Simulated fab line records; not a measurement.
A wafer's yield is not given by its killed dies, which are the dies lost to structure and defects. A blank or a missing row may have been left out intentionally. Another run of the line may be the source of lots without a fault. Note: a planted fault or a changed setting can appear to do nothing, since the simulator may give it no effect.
Which of the tools did it? || flow nandHarc || 7 lots with 21 wafers sampled at 2 steps, on a route of 1302 steps

WHAT THE GAUGES SHOWED, per wafer
NHARC_A_M1_THK_MEAS_24: measures by xrf.
{"lot": "L891", "measured": "day 23 03:37", "on": "filmMetro-02", "thkNm (nm)": "154.4 152.9 151.8"}
{"lot": "L893", "measured": "day 24 11:54", "on": "filmMetro-02", "thkNm (nm)": "152.1 155.1 153.7"}
{"lot": "L895", "measured": "day 24 22:43", "on": "filmMetro-02", "thkNm (nm)": "155.6 157.7 156.8"}
{"lot": "L898", "measured": "day 26 07:44", "on": "filmMetro-01", "thkNm (nm)": "155.5 153.4 155.5"}
{"lot": "L899", "measured": "day 27 17:21", "on": "filmMetro-01", "thkNm (nm)": "154.1 149.8 152.8"}
{"lot": "L902", "measured": "day 28 22:41", "on": "filmMetro-01", "thkNm (nm)": "154.7 152.3 154.8"}
{"lot": "L911", "measured": "day 31 06:58", "on": "filmMetro-02", "thkNm (nm)": "154.5 152.3 153.9"}

WHAT TOOL EACH LOT RAN ON (gives the tool, then ch and the chambers of the sampled wafers, and finally the start)
{"lot": "L891", "NHARC_A_M1_CMP_23": "cmp-02 ch 0,1, day 23 03:18"}
{"lot": "L893", "NHARC_A_M1_CMP_23": "cmp-01 ch 0,1,3, day 24 11:35"}
{"lot": "L895", "NHARC_A_M1_CMP_23": "cmp-02 ch 0,2,3, day 24 22:27"}
{"lot": "L898", "NHARC_A_M1_CMP_23": "cmp-01 ch 1,3, day 26 07:27"}
{"lot": "L899", "NHARC_A_M1_CMP_23": "cmp-02 ch 0,3, day 27 17:04"}
{"lot": "L902", "NHARC_A_M1_CMP_23": "cmp-01 ch 0,1, day 28 22:22"}
{"lot": "L911", "NHARC_A_M1_CMP_23": "cmp-02 ch 0,2,3, day 31 06:40"}
- NHARC_A_M1_CMP_23: polishes, t overpolish 20 s, target thk 154.34 nm.

THE ANSWER, worked out from the rows above alone
Rule: the lots themselves supply what counts as usual. Put in order of their means at a reading, lots are off if they are a third of the lots or fewer, leave a main group of 4 or more, and stand apart from it by a gap of 3 or more times the standard deviation of the main group's means; of several such gaps the widest counts. A main group whose means are all the same, to the digits that the tables above print for the reading, isn't used. Also off: a lot with no number at a reading for which 4 or more lots have one. Any other lot the step has rows for is counted as sound.
None of the lots is off at any reading shown; this tells nothing.

WHAT WAS PUT IN BY THE SIMULATOR
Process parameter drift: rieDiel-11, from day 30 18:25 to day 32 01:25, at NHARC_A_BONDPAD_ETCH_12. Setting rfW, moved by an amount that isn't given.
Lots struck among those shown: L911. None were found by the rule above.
